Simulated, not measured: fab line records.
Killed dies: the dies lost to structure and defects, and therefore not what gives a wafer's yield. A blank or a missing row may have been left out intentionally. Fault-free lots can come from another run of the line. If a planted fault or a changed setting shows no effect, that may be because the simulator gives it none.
fab line records    flow nand-harc
[record] lots = 6  wafers = 18  last-day = 32
route steps=1302 shown A_STAIRCASE@872 END@1302
lots untouched by any fault: they come from a run of this same line in which no faults occurred
start-h: hours from the record's opening day to when the first of the lot's shown wafers began    wait-h: hours from the lot's prior step to this one    " the same as in the row above    L1.1+2: a single row standing in for several wafers    - no value, or no start was given    * or withheld: withheld    < > ~ a bound
route shown NAME@n: a module of which the file shows steps, and the number in the route of the first    usual: the fault-free wafers' mean and standard deviation    same: alike in all rows    chamber/n: place in a boat    sites: each site's reading    _std_site: standard deviation of those values    _edge_site: outer sites' mean less inner sites'    radius-mm: how far each site lies from the wafer's centre    mask NAME#n: copy n    behind: the most recent tool/chamber to have shaped the wafer    hold: why the lot was held/for how many hours/how that ended    device: which transistor (n, p or np) failed to switch    end of line: tests run on the same wafers once the route is complete    where a step has no rows: the recipe by itself    killed: dies that structure and defects cost at the first sort, which is not the same as the wafer's yield    map: per-die view of a wafer (x killed, . not killed, _ where there is no die)
set.NAME: the setting as run; set.NAME@STEP: as run at that earlier step    model.NAME: the simulator's own value behind a step, which no gauge read
lots at selected steps of the route; one table per step, one row per wafer
services: from which hour (start-h, from the record's first day; less than 0 if before it) a tool's chamber was out of use, for how many hours, and why
[[steps]]
[step NHARC_A_STAIRCASE_STRIP_446]
[recipe] power-w = 1500  temp-c = 250  chemistry = O2
[usual] drypump-motor-current-A = 5.7/0.67  heater-power-w = 304/30
lot.wafer  tool             chamber  start-h  wait-h  drypump-motor-current-A  heater-power-w  rf-hours-counter-h
L595.1     plasma-asher-01  0        443.69   0.0     5.3                      300             19
L595.2     "                1        "        "       4.7                      339             19
L595.6     "                1        "        "       4.7                      329             -
L596.2     plasma-asher-02  1        450.05   0.0     6.3                      273             3
L596.1     "                0        "        "       6.2                      296             3
L596.5     "                0        "        "       6.3                      303             -
L610.1     plasma-asher-02  0        572.29   0.0     6.3                      300             29
L610.2     "                1        "        "       6.4                      273             29
L610.3     "                1        "        "       6.3                      278             -
L609.1     plasma-asher-01  1        572.45   0.0     4.7                      353             7
L609.4     "                1        "        "       4.7                      360             -
L609.5     "                1        "        "       4.7                      360             -
L616.3     plasma-asher-01  0        643.32   0.2     5.3                      290             -
L616.5     "                1        "        "       4.7                      359             -
L616.6     "                0        "        "       5.3                      286             -
L615.1     plasma-asher-01  0        644.33   0.0     5.3                      287             24
L615.4     "                0        "        "       5.3                      283             -
L615.3     "                1        "        "       4.7                      369             -
[step NHARC_A_STAIRCASE_STRIP_447]
[recipe] time-s = 900  temp-c = 130  chemistry = SPM
[step NHARC_A_STAIRCASE_PRECLEAN_448]
[recipe] time-s = *  temp-c = 50  bath-age-min = 0  chemistry = SC1
[step NHARC_A_STAIRCASE_SRD_449]
[step NHARC_A_STAIRCASE_CMP_450]
[recipe] target-thk-nm = 200  material = SiO2
[usual] motor-current-A = 12.8/1.4  pad-life-wafers = 240/130  retaining-ring-pressure-frac = 1.000/0.0047
lot.wafer  tool    chamber  start-h  wait-h  motor-current-A  pad-life-wafers  retaining-ring-pressure-frac
L595.1     cmp-03  3        444.50   -       13.9             343              1.001
L595.2     "       1        "        "       11.4             345              0.999
L595.6     "       3        "        "       12.9             -                1.004
L596.2     cmp-01  1        450.86   -       15.3             343              0.993
L596.1     "       3        "        "       14.0             345              1.002
L596.5     "       1        "        "       15.7             -                1.003
L610.1     cmp-01  2        573.09   -       13.4             366              0.997
L610.3     "       3        "        "       14.1             367              0.992
L610.2     "       0        "        "       13.2             368              0.995
L609.1     cmp-02  1        573.25   -       13.0             13               1.010
L609.4     "       3        "        "       11.7             15               1.001
L609.5     "       1        "        "       13.6             -                0.999
L616.3     cmp-01  2        643.98   -       12.7             246              1.000
L616.6     "       2        "        "       13.9             -                0.993
L616.5     "       3        "        "       13.9             -                0.996
L615.4     cmp-02  3        645.15   -       11.5             312              0.999
L615.3     "       0        "        "       12.0             313              1.011
L615.1     "       2        "        "       11.9             315              1.004
[step NHARC_A_STAIRCASE_CMP_152]
[usual] motor-current-A = 12.8/1.6  pad-life-wafers = 246/130  retaining-ring-pressure-frac = 1.001/0.0051
lot.wafer  tool    chamber  start-h  wait-h  motor-current-A  pad-life-wafers  retaining-ring-pressure-frac
L595.1     cmp-03  3        444.58   0.1     13.7             349              0.998
L595.2     "       1        "        "       12.2             351              1.003
L595.6     "       3        "        "       13.5             -                0.994
L596.2     cmp-01  1        450.93   0.1     15.7             349              1.004
L596.1     "       3        "        "       14.8             351              0.999
L596.5     "       1        "        "       15.2             -                0.997
L610.1     cmp-01  2        573.17   0.1     13.6             372              1.011
L610.3     "       3        "        "       14.2             373              1.000
L610.2     "       0        "        "       13.1             374              0.994
L609.1     cmp-02  1        573.33   0.1     13.9             19               0.996
L609.4     "       3        "        "       11.8             21               1.011
L609.5     "       1        "        "       13.9             -                0.994
L616.3     cmp-01  2        644.06   0.1     13.0             252              1.002
L616.6     "       2        "        "       13.5             -                0.997
L616.5     "       3        "        "       13.9             -                1.000
L615.4     cmp-02  3        645.22   0.1     11.3             318              0.999
L615.3     "       0        "        "       11.5             319              1.004
L615.1     "       2        "        "       11.9             321              1.010
[step NHARC_A_STAIRCASE_SRD_154]
[step NHARC_A_STAIRCASE_ETCH_403]
[recipe] target-depth-a = 1082  chemistry = dHF  material = SiO2
[step NHARC_A_STAIRCASE_ETCHBACK_422]
[recipe] target-depth-a = 400  over-etch-frac = 0.3  time-s = 74.286  ion-energy-ev = 120  ch3f-flow-sccm = 50  o2-flow-sccm = 30  ar-flow-sccm = 200  rf-w = 500  bias-w = 100  chemistry = CH3F/O2
[usual] drypump-motor-current-A = 5.7/0.38  o2-flow-sccm = 30.00/0.087  oes-product-au = 0.96/0.033  rf-vpp-V = 245.1/1.8  run-length-s = 95.4/0.52  showerhead-plenum-p-Torr = 2.51/0.11  throttle-valve-pct = 20.663/0.0087
lot.wafer  tool         chamber  start-h  wait-h  drypump-motor-current-A  o2-flow-sccm  oes-product-au  rf-hours-counter-h  rf-vpp-V  run-length-s  showerhead-plenum-p-Torr  throttle-valve-pct
L595.2     rie-diel-01  1        445.11   0.1     6.1                      29.94         1.00            19                  245.0     96.0          2.41                      20.662
L595.1     "            2        "        "       5.9                      30.07         0.99            17                  247.6     94.9          2.63                      20.663
L595.6     "            0        "        "       4.7                      29.78         1.00            -                   245.6     96.0          2.46                      20.661
L596.2     rie-diel-01  0        451.46   0.2     4.7                      29.88         0.99            20                  244.9     95.7          2.46                      20.663
L596.1     "            1        "        "       6.1                      29.79         0.98            22                  243.3     95.9          2.41                      20.663
L596.5     "            0        "        "       4.7                      30.00         0.99            -                   244.6     96.2          2.46                      20.663
L610.3     rie-diel-10  1        573.63   0.1     5.8                      30.08         0.93            38                  243.3     94.9          2.45                      20.666
L610.1     "            2        "        "       5.4                      30.04         0.94            41                  248.1     95.7          2.64                      20.664
L610.2     "            0        "        "       5.4                      29.93         0.93            45                  247.1     95.4          2.62                      20.653
L609.1     rie-diel-10  2        573.78   0.1     5.4                      30.06         0.93            41                  247.6     95.7          2.64                      20.656
L609.4     "            3        "        "       5.9                      29.96         0.92            45                  246.9     95.7          2.52                      20.658
L609.5     "            2        "        "       5.4                      30.04         0.95            -                   247.5     95.6          2.64                      20.649
L616.3     rie-diel-02  0        644.52   0.1     6.1                      29.95         1.01            22                  244.6     95.3          2.36                      20.663
L616.6     "            0        "        "       6.1                      30.00         1.02            -                   243.9     95.5          2.36                      20.668
L616.5     "            1        "        "       6.3                      30.10         1.01            -                   243.9     95.5          2.44                      20.658
L615.1     rie-diel-10  3        645.71   0.2     5.9                      30.05         0.98            11                  245.8     95.7          2.51                      20.672
L615.3     "            0        "        "       5.5                      29.92         0.98            11                  247.4     95.2          2.61                      20.665
L615.4     "            1        "        "       5.7                      30.07         1.01            11                  242.6     94.5          2.44                      20.667
[step NHARC_A_STAIRCASE_ETCH_423]
[recipe] target-depth-a = 300  chemistry = dHF  material = SiO2
[step NHARC_A_STAIRCASE_ETCHBACK_157]
[recipe] target-depth-a = 900  over-etch-frac = 0.3  time-s = 167.14  ion-energy-ev = 120  ch3f-flow-sccm = 50  o2-flow-sccm = 30  ar-flow-sccm = 200  rf-w = 500  bias-w = 100  chemistry = CH3F/O2
[usual] drypump-motor-current-A = 5.7/0.41  o2-flow-sccm = 29.99/0.084  oes-product-au = 0.98/0.031  rf-vpp-V = 244.9/1.7  run-length-s = 188.4/0.55  showerhead-plenum-p-Torr = 2.50/0.11  throttle-valve-pct = 20.663/0.0087
lot.wafer  tool         chamber  start-h  wait-h  drypump-motor-current-A  o2-flow-sccm  oes-product-au  rf-hours-counter-h  rf-vpp-V  run-length-s  showerhead-plenum-p-Torr  throttle-valve-pct
L595.1     rie-diel-10  0        445.48   0.2     5.5                      29.84         1.01            3                   246.6     188.2         2.64                      20.668
L595.2     "            2        "        "       5.4                      29.95         1.03            3                   247.2     188.7         2.66                      20.677
L595.6     "            3        "        "       6.0                      29.96         1.00            -                   245.4     188.1         2.53                      20.664
L596.1     rie-diel-01  3        451.84   0.2     5.7                      29.94         1.00            22                  246.0     189.5         2.61                      20.663
L596.2     "            0        "        "       4.8                      30.05         1.01            20                  244.0     188.7         2.46                      20.670
L596.5     "            2        "        "       5.9                      29.94         1.00            -                   248.4     187.7         2.63                      20.665
L610.1     rie-diel-10  3        574.00   0.2     5.9                      30.12         0.96            45                  244.4     188.5         2.52                      20.668
L610.3     "            0        "        "       5.4                      30.05         0.97            45                  247.7     138.6         2.62                      20.657
L610.2     "            1        "        "       5.7                      29.91         1.00            38                  244.7     187.9         2.45                      20.664
L609.1     rie-diel-10  1        574.14   0.1     5.7                      30.03         1.00            38                  243.9     187.3         2.45                      20.657
L609.4     "            2        "        "       5.4                      30.02         1.00            42                  247.0     138.9         2.64                      20.648
L609.5     "            2        "        "       5.4                      30.14         1.00            -                   246.5     188.3         2.64                      20.670
L616.3     rie-diel-01  3        644.92   0.2     5.7                      29.96         0.92            25                  245.3     188.9         2.58                      20.649
L616.6     "            1        "        "       6.1                      29.94         0.93            -                   243.8     188.7         2.39                      20.653
L616.5     "            2        "        "       5.9                      30.14         0.92            -                   246.0     187.8         2.60                      20.680
L615.3     rie-diel-02  0        646.08   0.1     6.1                      29.95         1.01            23                  242.7     188.8         2.36                      20.655
L615.4     "            2        "        "       6.1                      29.94         1.02            20                  241.5     187.9         2.30                      20.658
L615.1     "            3        "        "       5.5                      30.01         1.00            19                  246.4     187.8         2.61                      20.661
[step NHARC_A_STAIRCASE_STRIP_475]
[recipe] time-s = 20  o2-flow-sccm = 500  ar-flow-sccm = 0  bias-w = 0  chemistry = O2
[usual] drypump-motor-current-A = 5.7/0.44  o2-flow-sccm = 499.8/1.8  oes-product-au = 1.005/0.014  rf-vpp-V = 58.0/0.94  showerhead-plenum-p-Torr = 3.59/0.15  throttle-valve-pct = 17.036/0.0084
lot.wafer  tool         chamber  start-h  wait-h  drypump-motor-current-A  o2-flow-sccm  oes-product-au  rf-hours-counter-h  rf-vpp-V  showerhead-plenum-p-Torr  throttle-valve-pct
L595.2     rie-diel-10  1        -        -       5.8                      501.1         1.032           3                   57.5      3.54                      17.032
L595.1     "            2        "        "       5.4                      497.8         1.024           3                   57.4      3.81                      17.022
L595.6     "            3        "        "       5.9                      495.9         0.988           -                   58.6      3.63                      17.038
L596.2     rie-diel-01  1        -        -       6.1                      500.2         1.009           22                  57.3      3.46                      17.040
L596.1     "            0        "        "       4.7                      498.3         1.017           20                  58.0      3.52                      17.026
L596.5     "            1        "        "       6.1                      498.1         1.001           -                   59.2      3.46                      17.033
L610.3     rie-diel-10  0        574.26   0.2     5.5                      498.2         1.009           45                  58.6      3.75                      17.045
L610.1     "            1        "        "       5.7                      501.9         1.021           38                  57.9      3.52                      17.033
L610.2     "            3        "        "       5.9                      500.8         0.993           45                  59.1      3.61                      17.027
L609.1     rie-diel-10  1        -        -       5.7                      501.9         1.016           38                  58.2      3.52                      17.038
L609.4     "            2        "        "       5.4                      503.0         1.013           42                  59.4      3.78                      17.035
L609.5     "            1        "        "       5.7                      498.2         1.023           -                   58.0      3.52                      17.044
L616.3     rie-diel-01  2        -        -       5.9                      498.7         1.016           31                  58.5      3.72                      17.052
L616.5     "            3        "        "       5.7                      500.6         1.007           -                   58.9      3.70                      17.036
L616.6     "            0        "        "       4.7                      499.5         1.001           -                   57.5      3.49                      17.033
L615.4     rie-diel-02  3        -        -       5.5                      498.9         0.993           19                  59.8      3.74                      17.042
L615.3     "            0        "        "       6.1                      500.2         1.001           23                  59.2      3.40                      17.032
L615.1     "            1        "        "       6.3                      497.3         0.993           23                  58.2      3.50                      17.046
[step NHARC_END_SORT_01]
[recipe] temp-c = 25
[usual] killed-at-array = 58/22  killed-at-other = 1.0/1.3  killed-at-periphery = 5/3.4  killed-dies = 64/22  killed-open = 3.6/1.8  killed-short = 2.4/1.7
[same] gross-dies = 677
lot.wafer  tool       chamber  start-h  wait-h  killed-at-array  killed-at-other  killed-at-periphery  killed-dies  killed-open  killed-short
L609.4     prober-01  0        705.06   3.4     673              1                3                    677          3            2
L610.3     prober-02  0        704.35   3.1     670              3                4                    677          4            4
// killed by level:class
L610.3 A_STAIRCASE:area-etchback=582 A_CHANNEL_HOLE_D1:chamber-film-flake=36 A_SLIT:chamber-film-flake=33 A_CONTACT:chamber-film-flake=5 A_STAIRCASE:chamber-film-flake=3 THIN_TSV:chamber-film-flake=3 P_M2:chamber-film-flake=2 A_DECK1_JOINT:chamber-film-flake=2
L609.4 A_STAIRCASE:area-etchback=625 A_CHANNEL_HOLE_D2:chamber-film-flake=26 A_CHANNEL_HOLE_D1:chamber-film-flake=7 A_SLIT:chamber-film-flake=4 P_M2:chamber-film-flake=3 A_STAIRCASE:chamber-film-flake=3 A_CHANNEL_FILL_D2:chamber-film-flake=2 A_ONON_D1:geometric-particle:open=1
// map L609.4 (x killed, . not)
____________x____________
_________xxxxxxx_________
_______xxxxxxxxxxx_______
______xxxxxxxxxxxxx______
_____xxxxxxxxxxxxxxx_____
____xxxxxxxxxxxxxxxxx____
____xxxxxxxxxxxxxxxxx____
___xxxxxxxxxxxxxxxxxxx___
___xxxxxxxxxxxxxxxxxxx___
__xxxxxxxxxxxxxxxxxxxxx__
__xxxxxxxxxxxxxxxxxxxxx__
_xxxxxxxxxxxxxxxxxxxxxxx_
_xxxxxxxxxxxxxxxxxxxxxxx_
_xxxxxxxxxxxxxxxxxxxxxxx_
_xxxxxxxxxxxxxxxxxxxxxxx_
_xxxxxxxxxxxxxxxxxxxxxxx_
xxxxxxxxxxxxxxxxxxxxxxxxx
xxxxxxxxxxxxxxxxxxxxxxxxx
xxxxxxxxxxxxxxxxxxxxxxxxx
xxxxxxxxxxxxxxxxxxxxxxxxx
xxxxxxxxxxxxxxxxxxxxxxxxx
_xxxxxxxxxxxxxxxxxxxxxxx_
_xxxxxxxxxxxxxxxxxxxxxxx_
_xxxxxxxxxxxxxxxxxxxxxxx_
_xxxxxxxxxxxxxxxxxxxxxxx_
_xxxxxxxxxxxxxxxxxxxxxxx_
__xxxxxxxxxxxxxxxxxxxxx__
__xxxxxxxxxxxxxxxxxxxxx__
___xxxxxxxxxxxxxxxxxxx___
___xxxxxxxxxxxxxxxxxxx___
____xxxxxxxxxxxxxxxxx____
____xxxxxxxxxxxxxxxxx____
_____xxxxxxxxxxxxxxx_____
______xxxxxxxxxxxxx______
_______xxxxxxxxxxx_______
_________xxxxxxx_________
____________x____________
// map L610.3 (x killed, . not)
____________x____________
_________xxxxxxx_________
_______xxxxxxxxxxx_______
______xxxxxxxxxxxxx______
_____xxxxxxxxxxxxxxx_____
____xxxxxxxxxxxxxxxxx____
____xxxxxxxxxxxxxxxxx____
___xxxxxxxxxxxxxxxxxxx___
___xxxxxxxxxxxxxxxxxxx___
__xxxxxxxxxxxxxxxxxxxxx__
__xxxxxxxxxxxxxxxxxxxxx__
_xxxxxxxxxxxxxxxxxxxxxxx_
_xxxxxxxxxxxxxxxxxxxxxxx_
_xxxxxxxxxxxxxxxxxxxxxxx_
_xxxxxxxxxxxxxxxxxxxxxxx_
_xxxxxxxxxxxxxxxxxxxxxxx_
xxxxxxxxxxxxxxxxxxxxxxxxx
xxxxxxxxxxxxxxxxxxxxxxxxx
xxxxxxxxxxxxxxxxxxxxxxxxx
xxxxxxxxxxxxxxxxxxxxxxxxx
xxxxxxxxxxxxxxxxxxxxxxxxx
_xxxxxxxxxxxxxxxxxxxxxxx_
_xxxxxxxxxxxxxxxxxxxxxxx_
_xxxxxxxxxxxxxxxxxxxxxxx_
_xxxxxxxxxxxxxxxxxxxxxxx_
_xxxxxxxxxxxxxxxxxxxxxxx_
__xxxxxxxxxxxxxxxxxxxxx__
__xxxxxxxxxxxxxxxxxxxxx__
___xxxxxxxxxxxxxxxxxxx___
___xxxxxxxxxxxxxxxxxxx___
____xxxxxxxxxxxxxxxxx____
____xxxxxxxxxxxxxxxxx____
_____xxxxxxxxxxxxxxx_____
______xxxxxxxxxxxxx______
_______xxxxxxxxxxx_______
_________xxxxxxx_________
____________x____________
[[services]]
tool             chamber  start-h  hours  kind
rie-diel-10      -        422.96   9.0    pm
plasma-asher-02  -        426.87   9.0    pm
rie-diel-01      0        429.08   2.5    repair
rie-diel-10      1        463.91   12.3   repair
cmp-02           -        467.38   4.0    pm
cmp-02           -        474.68   0.3    repair
cmp-01           -        481.18   4.0    pm
rie-diel-10      0        498.78   5.2    repair
rie-diel-02      0        511.33   1.3    repair
plasma-asher-01  -        521.60   9.0    pm
rie-diel-10      0        539.17   2.1    repair
rie-diel-02      1        551.20   4.7    repair
rie-diel-01      -        557.96   9.0    pm
cmp-02           -        562.43   0.7    repair
cmp-02           -        565.38   4.0    pm
rie-diel-02      -        570.74   9.0    pm
cmp-01           -        579.18   4.0    pm
plasma-asher-01  -        580.76   1.7    repair
rie-diel-10      0        593.91   3.1    repair
rie-diel-10      -        599.96   9.0    pm
cmp-02           -        617.78   2.6    repair
rie-diel-10      3        622.77   5.5    repair
rie-diel-01      3        636.36   2.6    repair
cmp-02           -        639.23   0.5    repair
[[key]]
[first-sign] step = NHARC_A_STAIRCASE_ETCHBACK_157  reading = run-length-s  direction = down  sigmas = 91  usual = *  struck = *
[effect] step = NHARC_END_SORT_01  reading = killed-at-array  direction = up  sigmas = 28  usual = 58  struck = 672
[more-kills-born-at] NHARC_A_STAIRCASE_ETCHBACK_157@rie-diel-10 = 1207
met-at NHARC_A_STAIRCASE_ETCHBACK_157
struck-wafers L609.4,L610.3
later-rows-left-out L609.4,L610.3
tester-left-out L609,L610
[fault] kind = process-parameter-drift  tool = rie-diel-10  chamber = -  onset-h = 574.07  steps = NHARC_A_STAIRCASE_ETCHBACK_157  channel = time-s  offset = *  shape = step  end-h = 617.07  scope = struck-wafers-only  acts-in = *  stated = *
// tester-left-out: of these lots the tester's yield and bins aren't shown, on N5 and GAA mostly nor the transistor test; their killed dies are dies lost to structure and defects alone, not to doping, threshold or leakage, so they don't give the yield
// later-rows-left-out: the simulator's readings of these wafers behind a module that went badly wrong aren't trusted and aren't shown, but for the sort
